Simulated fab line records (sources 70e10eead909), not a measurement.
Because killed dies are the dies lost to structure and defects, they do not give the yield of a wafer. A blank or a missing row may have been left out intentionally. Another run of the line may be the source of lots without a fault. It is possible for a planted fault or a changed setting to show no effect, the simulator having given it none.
A struck lot beside a sound one / flow nand harc / 24 out of 1159 route steps
Sound: the wafers L527.1, L527.3, L527.4. Wafers struck: L540.1, L540.4, L540.6. The cause is given at the end.
Each step with rows lists, per side, the tool, then ch with its chambers, then its first start. Under that, the readings that differ: sound wafers / struck wafers / difference of the means / sigmas: that difference in standard deviations of wafers without a fault.
alike: same words and numbers on both sides, and readings whose means sit less than 2 such deviations apart. not compared: any withheld reading, any reading some wafer has no value for, any bound like >300 that may hide the same value, and any number with overlapping values for which the record gives no deviation.
A row with sigmas, a row that says differs or no value, or rows on one side alone: a step with any of these is where the two part. When numbers do not overlap yet have no deviation, they are printed without sigmas and do not part them. Lack of a reading on every wafer of one side parts them only where that side has two or more wafers.

first, 6 steps without rows for these wafers: NHARC_A_SOURCE_PLATE_SRD_01; NHARC_A_SOURCE_PLATE_OXIDE_02 (material SiO2, target thk 10 nm, ox time 1362 s); NHARC_A_SOURCE_PLATE_PVD_04 (deposits WSi2, target thk 50 nm); NHARC_A_SOURCE_PLATE_CVD_03 (deposits poly-Si, target thk 200 nm, time 4000 s); NHARC_A_SOURCE_PLATE_ANNEAL_05 (time 1800 s); NHARC_A_ONON_D1_DEP_00 (target thk 1000 nm).
NHARC_A_ONON_D1_DEP_03: target thk 1000 nm.
  sound on pecvd onon-02 ch 0, day 8 04:25; struck on pecvd onon-02 ch 0, day 11 12:02
  alike: nh3 flow sccm
then, 16 steps without rows for these wafers: NHARC_A_ONON_D1_DEP_06 (target thk 1000 nm); NHARC_A_ONON_D1_DEP_09 (target thk 1000 nm); NHARC_A_ONON_D1_DEP_12 (target thk 1000 nm); NHARC_A_ONON_D1_ANNEAL_15 (time 3600 s); NHARC_A_ONON_D1_DEP_16 (target thk 1000 nm); NHARC_A_ONON_D1_DEP_19 (target thk 1000 nm); NHARC_A_ONON_D1_DEP_22 (target thk 1000 nm); NHARC_A_ONON_D1_DEP_25 (target thk 1000 nm); NHARC_A_ONON_D1_DEP_28 (target thk 1000 nm); NHARC_A_ONON_D1_DEP_33 (deposits SiO2, target thk 200 nm); NHARC_A_CHANNEL_HOLE_D1_DEP_00 (deposits aC, target thk 3100 nm); NHARC_A_CHANNEL_HOLE_D1_DEP_01 (deposits SiON, target thk 140 nm); NHARC_A_CHANNEL_HOLE_D1_DEHYDRATE_02 (time 120 s); NHARC_A_CHANNEL_HOLE_D1_HMDS_03 (time 30 s); NHARC_A_CHANNEL_HOLE_D1_COAT_36 (time 75 s); NHARC_A_CHANNEL_HOLE_D1_COAT_37 (time 65 s).
-- break in the record here, with 12 days between the starts of the struck wafers on either side (left off in module A_CHANNEL_HOLE_D1, picked up again in module END, where the first step shown is number 1159 on the route) --
NHARC_END_SORT_01:
  at this point the record logs the struck wafers (prober-01 ch 0, day 23 18:02) and has no rows for the sound ones

== WHERE THEY PART ==
Only at NHARC_END_SORT_01, within this record.

WHY: whatever the simulator had introduced
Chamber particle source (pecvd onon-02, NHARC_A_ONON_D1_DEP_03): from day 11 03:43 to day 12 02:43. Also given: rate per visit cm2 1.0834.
